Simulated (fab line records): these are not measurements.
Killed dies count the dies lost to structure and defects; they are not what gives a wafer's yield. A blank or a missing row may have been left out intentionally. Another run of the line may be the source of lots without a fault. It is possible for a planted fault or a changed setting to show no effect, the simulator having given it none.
The tool behind it: which one?    flow n5 finfet    14 lots with 41 wafers sampled at 2 steps, on a route of 1938 steps

WHAT THE GAUGES SHOWED, per wafer
N5_BEOL_M15_OVL_MEAS_29.
lot   measured      on          M15_OVL (nm)
L424  day 11 07:45  overlay-02  11 5 8
L425  day 12 05:05  overlay-01  10 9 0
L426  day 12 08:12  overlay-01  - - -
L427  day 12 08:14  overlay-01  - - -
L431  day 13 21:23  overlay-02  4 -3 3
L433  day 14 00:35  overlay-02  5 -1 11
L432  day 14 01:35  overlay-02  6 1 8
L434  day 14 02:56  overlay-01  10 6 9
L436  day 14 22:04  overlay-01  1 1 -1
L437  day 15 09:55  overlay-01  0 -2 -3
L439  day 16 02:23  overlay-01  -1 -2 3
L443  day 16 15:37  overlay-01  14 15 13
L442  day 16 18:31  overlay-02  -10 3
L445  day 16 20:01  overlay-02  -1 -2 3

WHICH TOOL RAN EACH LOT (tool, then ch and the chambers of the sampled wafers, then the start)
lot   N5_BEOL_M15_DEVELOP_27
L424  litho track-03 ch 0, day 11 07:36
L425  litho track-02 ch 0, day 12 04:55
L426  litho track-03, day 12 08:04
L427  litho track-02, day 12 08:06
L431  litho track-04 ch 0, day 13 21:14
L433  litho track-02 ch 0, day 14 00:26
L432  litho track-03 ch 0, day 14 01:26
L434  litho track-02 ch 0, day 14 02:48
L436  litho track-03 ch 0, day 14 21:56
L437  litho track-03 ch 0, day 15 09:46
L439  litho track-04 ch 0, day 16 02:14
L443  litho track-03 ch 0, day 16 15:28
L442  litho track-03 ch 0, day 16 18:23
L445  litho track-03 ch 0, day 16 19:52
- N5_BEOL_M15_DEVELOP_27: develop time 45 s.

WHAT THE TOOLS THEMSELVES READ (means of the sampled wafers that have a number; where no wafer has one, the mark that the record gives instead)
N5_BEOL_M15_DEVELOP_27.
lot   tool            chill plate temp C (C)  developer temp C (C)  exhaust pa (Pa)
L424  litho track-03  22.88                   20.89                 46.1
L425  litho track-02  22.97                   20.90                 43.0
L426  litho track-03  -                       -                     -
L427  litho track-02  -                       -                     -
L431  litho track-04  23.09                   21.09                 44.9
L433  litho track-02  23.15                   21.16                 45.3
L432  litho track-03  23.05                   21.03                 45.1
L434  litho track-02  23.03                   21.01                 45.0
L436  litho track-03  22.88                   20.90                 45.9
L437  litho track-03  23.00                   21.08                 45.0
L439  litho track-04  23.11                   20.92                 45.4
L443  litho track-03  22.83                   20.98                 45.5
L442  litho track-03  22.95                   21.03                 45.2
L445  litho track-03  22.97                   20.98                 45.3

THE ANSWER, worked out from the rows above alone
Rule: usual is defined by the lots themselves. The widest of any qualifying gaps counts: lots, ordered by their means at a reading, are off when they make up no more than a third of the lots, leave a main group of 4 or more, and stand apart from it by 3 or more times the standard deviation of that group's means. The tables above print the reading to a certain number of digits; a main group whose means all agree to those digits is not used. A lot without any number at a reading at which 4 lots or more have one is off too. Any other lot the step has rows for is counted as sound. After the gauges, taken in route order, come the tools' own readings; for these a lot's mean is taken, as printed above. At the first step where some lot is off, the reading lying furthest off is the one used; lots without a number count as furthest.
Off: L426, L427, seen at N5_BEOL_M15_OVL_MEAS_29 (M15_OVL). Without a number there: L426, L427. The main group has a mean of 4 nm with a standard deviation of 4.8.
If a tool, at a process step before that reading, ran all the lots that are off and no sound lot after the first of them, it fits. Not tried: the gauges at N5_BEOL_M15_OVL_MEAS_29; whatever is off there is also off at N5_BEOL_M15_DEVELOP_27, on other tools, and gauge error can't account for it. Of those tried, none fits.

WHAT HAD BEEN PUT IN BY THE SIMULATOR
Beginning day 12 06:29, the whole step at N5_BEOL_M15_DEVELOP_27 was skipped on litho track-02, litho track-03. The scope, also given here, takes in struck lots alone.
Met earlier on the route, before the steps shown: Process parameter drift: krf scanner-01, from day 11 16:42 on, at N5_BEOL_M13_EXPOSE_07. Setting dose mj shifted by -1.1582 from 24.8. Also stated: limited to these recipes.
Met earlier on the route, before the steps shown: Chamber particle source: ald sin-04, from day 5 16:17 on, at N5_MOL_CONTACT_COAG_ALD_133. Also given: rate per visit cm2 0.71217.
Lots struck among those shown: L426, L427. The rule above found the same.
